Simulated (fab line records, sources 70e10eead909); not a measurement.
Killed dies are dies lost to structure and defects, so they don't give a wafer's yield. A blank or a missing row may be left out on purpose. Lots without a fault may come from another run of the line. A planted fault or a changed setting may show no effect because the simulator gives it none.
Which tool did it? | flow nand_harc | 12 lots, 36 wafers sampled, at 1 step of a route of 1302

WHAT THE GAUGES READ, wafer by wafer
NHARC_A_CHANNEL_HOLE_D1_CD_MEAS_18.
lot  | measured     | on        | cd_nm (nm)
L074 | day 8 20:41  | cd_sem-01 | 98.9 98.3 97.1
L077 | day 9 16:29  | cd_sem-01 | 105.0 103.8 97.4
L079 | day 10 15:56 | cd_sem-03 | 98.5 99.1 96.4
L081 | day 11 13:38 | cd_sem-01 | 100.1 97.8 98.3
L083 | day 12 09:46 | cd_sem-02 | 101.6 101.1 102.6
L084 | day 13 00:20 | cd_sem-02 | 95.6 97.6 96.8
L089 | day 14 09:50 | cd_sem-01 | 103.3 102.1 97.4
L087 | day 14 11:26 | cd_sem-02 | 103.7 102.0 99.0
L091 | day 15 14:46 | cd_sem-01 | 98.0 98.3 98.0
L093 | day 16 13:03 | cd_sem-01 | 101.1 99.5 103.5
L096 | day 17 08:56 | cd_sem-03 | 104.6 98.5 100.7
L097 | day 18 02:55 | cd_sem-02 | 98.6 99.4 101.7

WHICH TOOL RAN EACH LOT (tool, then ch and the chambers of the sampled wafers, then the start)
The record holds no process step before these readings.

THE ANSWER, worked out from the rows above alone
Rule: what is usual is taken from the lots themselves. Put in order of their means at a reading, lots are off if they are a third of the lots or fewer, leave a main group of 4 or more, and stand apart from it by a gap of 3 or more times the standard deviation of the main group's means; of several such gaps the widest counts. A main group whose means are all the same, to the digits that the tables above print for the reading, isn't used. A lot without any number at a reading at which 4 lots or more have one is off too. The other lots that the step has rows for count as sound.
No lot is off at any reading shown: from this, nothing can be told.

WHAT THE SIMULATOR HAD PUT IN
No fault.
